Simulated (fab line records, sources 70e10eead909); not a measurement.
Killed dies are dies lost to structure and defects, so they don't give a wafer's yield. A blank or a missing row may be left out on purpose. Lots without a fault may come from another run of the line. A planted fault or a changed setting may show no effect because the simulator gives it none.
Which tool did it? | flow nand_harc | 12 lots, 36 wafers sampled, at 6 steps of a route of 1302

WHAT THE GAUGES READ, wafer by wafer
NHARC_A_CHANNEL_HOLE_D1_CD_MEAS_30. Usual: cd_nm 89.6 nm, standard deviation 1.6.
lot  | measured     | on        | cd_nm (nm)     | flag
L311 | day 9 11:34  | cd_sem-01 | 89.0 90.9 89.7 |
L312 | day 9 19:53  | cd_sem-02 | 90.3 89.6 86.8 |
L314 | day 10 06:43 | cd_sem-03 | 88.2 89.3 89.2 |
L315 | day 11 06:10 | cd_sem-01 | 88.9 90.6 90.0 |
L317 | day 11 20:16 | cd_sem-02 | 91.0 87.2 87.4 |
L324 | day 14 17:28 | cd_sem-02 | 92.0 90.7 89.9 |
L325 | day 14 18:25 | cd_sem-01 | 92.3 87.1 89.8 |
L326 | day 15 13:55 | cd_sem-02 | 92.3 90.7 88.8 |
L328 | day 16 05:02 | cd_sem-01 | 90.4 87.9 87.0 |
L331 | day 17 12:16 | cd_sem-02 | 89.1 89.9 90.4 |
L330 | day 17 15:35 | cd_sem-01 | 89.3 88.5 87.9 |
L332 | day 18 00:25 | cd_sem-02 | 88.0 91.0 87.5 |

NHARC_A_CHANNEL_HOLE_D1_INSPECT_40. Usual: raw_defect_count 77, standard deviation 26.
lot  | measured     | on                | raw_defect_count | flag
L311 | day 9 11:44  | defect_inspect-02 | 114 115 89       |
L312 | day 9 20:04  | defect_inspect-01 | 124 99 125       |
L314 | day 10 06:53 | defect_inspect-01 | 42 106 30        |
L315 | day 11 06:21 | defect_inspect-01 | 470 436 496      | OFF
L317 | day 11 20:26 | defect_inspect-02 | 530 510 518      | OFF
L324 | day 14 17:38 | defect_inspect-01 | 116 98 102       |
L325 | day 14 18:37 | defect_inspect-01 | 80 100 57        |
L326 | day 15 14:07 | defect_inspect-01 | 90 114 111       |
L328 | day 16 05:14 | defect_inspect-02 | 100 127 77       |
L331 | day 17 12:28 | defect_inspect-01 | 85 76 96         |
L330 | day 17 15:46 | defect_inspect-02 | 20 33 41         |
L332 | day 18 00:36 | defect_inspect-01 | 84 78 102        |

NHARC_END_SORT_01. Usual: killed_at_array 55, standard deviation 19; killed_at_other 0.9, standard deviation 1.4; killed_at_periphery 3.8, standard deviation 2.9; killed_dies 60, standard deviation 19; killed_open 3.3, standard deviation 1.8; killed_short 2.6, standard deviation 1.6.
lot  | measured     | on        | killed_at_array | killed_at_other | killed_at_periphery | killed_dies | killed_open | killed_short | flag
L315 | day 26 23:58 | prober-02 | 113 107 111     | 1 0 0           | 9 2 6               | 123 109 117 | 3 2 4       | 3 3 2        |
L317 | day 27 11:46 | prober-02 | 102 112 108     | 0 1 0           | 1 3 1               | 103 116 109 | 1 4 4       | 2 5 1        |
L324 | day 30 22:32 | prober-01 | 76 64           | 0 2             | 4 1                 | 80 67       | 3 2         | 2 1          |

WHICH TOOL RAN EACH LOT (tool, then ch and the chambers of the sampled wafers, then the start)
lot  | NHARC_A_CHANNEL_HOLE_D1_ETCH_20  | NHARC_A_CHANNEL_HOLE_D1_ETCH_21  | NHARC_A_CHANNEL_HOLE_D1_XSEM_31
L311 | har_etch-02 ch 0, day 9 02:19    | har_etch-02 ch 0, day 9 03:01    | xsem-02 ch 0, day 9 11:39
L312 | har_etch-02 ch 0, day 9 10:36    | har_etch-02 ch 0, day 9 11:18    | xsem-02 ch 0, day 9 19:58
L314 | har_etch-01 ch 0,1, day 10 01:23 | har_etch-01 ch 0,1, day 10 01:44 | xsem-01 ch 0, day 10 06:48
L315 | har_etch-02 ch 0,1, day 11 00:46 | har_etch-02 ch 0,1, day 11 01:04 | xsem-01 ch 0, day 11 06:15
L317 | har_etch-02 ch 0,1, day 11 14:53 | har_etch-02 ch 0,1, day 11 15:11 | xsem-01 ch 0, day 11 20:20
L324 | har_etch-02 ch 0,1, day 14 12:08 | har_etch-02 ch 0,1, day 14 12:30 | xsem-02 ch 0, day 14 17:33
L325 | har_etch-01 ch 0,1, day 14 12:59 | har_etch-01 ch 0,1, day 14 13:18 | xsem-01 ch 0, day 14 18:31
L326 | har_etch-02 ch 0,1, day 15 08:29 | har_etch-02 ch 0,1, day 15 08:47 | xsem-02 ch 0, day 15 14:01
L328 | har_etch-02 ch 0,1, day 15 23:38 | har_etch-02 ch 0,1, day 15 23:57 | xsem-02 ch 0, day 16 05:08
L331 | har_etch-01 ch 0,1, day 17 06:50 | har_etch-01 ch 0,1, day 17 07:09 | xsem-01 ch 0, day 17 12:22
L330 | har_etch-02 ch 0,1, day 17 10:10 | har_etch-02 ch 0,1, day 17 10:30 | xsem-02 ch 0, day 17 15:40
L332 | har_etch-01 ch 0,1, day 17 19:01 | har_etch-01 ch 0,1, day 17 19:20 | xsem-02 ch 0, day 18 00:30
- NHARC_A_CHANNEL_HOLE_D1_ETCH_20: etches the open film in C4F8/O2/Ar, time 361.9 s, target depth 1600 nm.
- NHARC_A_CHANNEL_HOLE_D1_ETCH_21: etches the open film in C4F8/O2/Ar, time 514.3 s, target depth 1600 nm.
- NHARC_A_CHANNEL_HOLE_D1_XSEM_31

WHAT THE TOOLS THEMSELVES READ (means of the sampled wafers that have a number; where no wafer has one, the mark that the record gives instead)
NHARC_A_CHANNEL_HOLE_D1_ETCH_20. Usual: drypump_motor_current_A 6.1 A, standard deviation 0.52; showerhead_plenum_p_Torr 3.61 Torr, standard deviation 0.12; temp_c -19.99 C, standard deviation 0.097; throttle_valve_pct 32.155 %, standard deviation 0.0089.
lot  | tool        | drypump_motor_current_A (A) | showerhead_plenum_p_Torr (Torr) | temp_c (C) | throttle_valve_pct (%) | flag
L311 | har_etch-02 | 5.3                         | 3.56                            | -19.99     | 32.157                 |
L312 | har_etch-02 | 5.3                         | 3.56                            | -19.95     | 32.151                 |
L314 | har_etch-01 | 6.5                         | 3.63                            | -19.98     | 32.155                 |
L315 | har_etch-02 | 5.8                         | 3.54                            | -20.01     | 32.151                 |
L317 | har_etch-02 | 5.6                         | 3.53                            | -20.01     | 32.158                 |
L324 | har_etch-02 | 5.8                         | 3.51                            | -20.08     | 32.150                 |
L325 | har_etch-01 | 6.5                         | 3.59                            | -19.89     | 32.159                 |
L326 | har_etch-02 | 5.8                         | 3.51                            | -20.02     | 32.152                 |
L328 | har_etch-02 | 5.8                         | 3.50                            | -19.89     | 32.156                 |
L331 | har_etch-01 | 6.6                         | 3.62                            | -19.98     | 32.151                 |
L330 | har_etch-02 | 5.8                         | 3.93                            | -20.04     | 32.164                 |
L332 | har_etch-01 | 6.5                         | 3.57                            | -20.00     | 32.155                 |

NHARC_A_CHANNEL_HOLE_D1_ETCH_21. Usual: drypump_motor_current_A 6.1 A, standard deviation 0.52; showerhead_plenum_p_Torr 3.61 Torr, standard deviation 0.12; temp_c -20.00 C, standard deviation 0.1; throttle_valve_pct 32.154 %, standard deviation 0.01.
lot  | tool        | drypump_motor_current_A (A) | showerhead_plenum_p_Torr (Torr) | temp_c (C) | throttle_valve_pct (%) | flag
L311 | har_etch-02 | 5.3                         | 3.56                            | -19.95     | 32.157                 |
L312 | har_etch-02 | 5.3                         | 3.56                            | -19.93     | 32.153                 |
L314 | har_etch-01 | 6.5                         | 3.63                            | -19.88     | 32.158                 |
L315 | har_etch-02 | 5.8                         | 3.54                            | -20.00     | 32.163                 |
L317 | har_etch-02 | 5.6                         | 3.53                            | -19.95     | 32.163                 |
L324 | har_etch-02 | 5.8                         | 3.51                            | -20.01     | 32.162                 |
L325 | har_etch-01 | 6.5                         | 3.59                            | -19.98     | 32.156                 |
L326 | har_etch-02 | 5.8                         | 3.51                            | -20.07     | 32.160                 |
L328 | har_etch-02 | 5.8                         | 3.50                            | -19.94     | 32.161                 |
L331 | har_etch-01 | 6.5                         | 3.62                            | -20.08     | 32.157                 |
L330 | har_etch-02 | 5.8                         | 3.93                            | -20.07     | 32.156                 |
L332 | har_etch-01 | 6.5                         | 3.57                            | -19.96     | 32.158                 |

NHARC_A_CHANNEL_HOLE_D1_XSEM_31. Usual: bot_cd_nm 74.3 nm, standard deviation 1.8; bow_nm 8.67 nm, standard deviation 0.27; tilt_deg 0.08 degrees, standard deviation 0.042.
lot  | tool    | bot_cd_nm (nm) | bow_nm (nm) | tilt_deg (degrees) | flag
L311 | xsem-02 | 74.7           | 8.65        | 0.06               |
L312 | xsem-02 | 73.2           | 8.76        | 0.06               |
L314 | xsem-01 | 75.3           | 9.11        | 0.12               |
L315 | xsem-01 | 74.2           | 9.20        | 0.13               |
L317 | xsem-01 | 73.6           | 8.45        | 0.00               |
L324 | xsem-02 | 76.0           | 8.06        | 0.04               |
L325 | xsem-01 | 75.3           | 8.21        | 0.08               |
L326 | xsem-02 | 75.1           | 8.63        | 0.03               |
L328 | xsem-02 | 72.7           | 8.82        | 0.08               |
L331 | xsem-01 | 74.4           | 8.65        | 0.06               |
L330 | xsem-02 | 73.7           | 8.68        | 0.18               |
L332 | xsem-02 | 72.7           | 8.65        | 0.12               |

THE ANSWER, worked out from the rows above alone
Rule: a lot is off if the mean of its wafers that have a number lies more than 3 standard deviations from the usual mean. A lot without any number at a reading at which 4 lots or more have one is off too. The other lots that the step has rows for count as sound. The gauges are gone through in route order, then the tools' own readings, and for those a lot's mean is taken as printed above. The first step at which some lot is off is used, and at that step the reading that is off furthest; a lot without a number counts as furthest.
Off: L315, L317, at NHARC_A_CHANNEL_HOLE_D1_INSPECT_40 (raw_defect_count).
A tool fits if, at a process step before that reading, it ran every lot that is off, and no sound lot after the first of them. The gauges at NHARC_A_CHANNEL_HOLE_D1_INSPECT_40 are tried like those tools. None of those tried fits.

WHAT THE SIMULATOR HAD PUT IN
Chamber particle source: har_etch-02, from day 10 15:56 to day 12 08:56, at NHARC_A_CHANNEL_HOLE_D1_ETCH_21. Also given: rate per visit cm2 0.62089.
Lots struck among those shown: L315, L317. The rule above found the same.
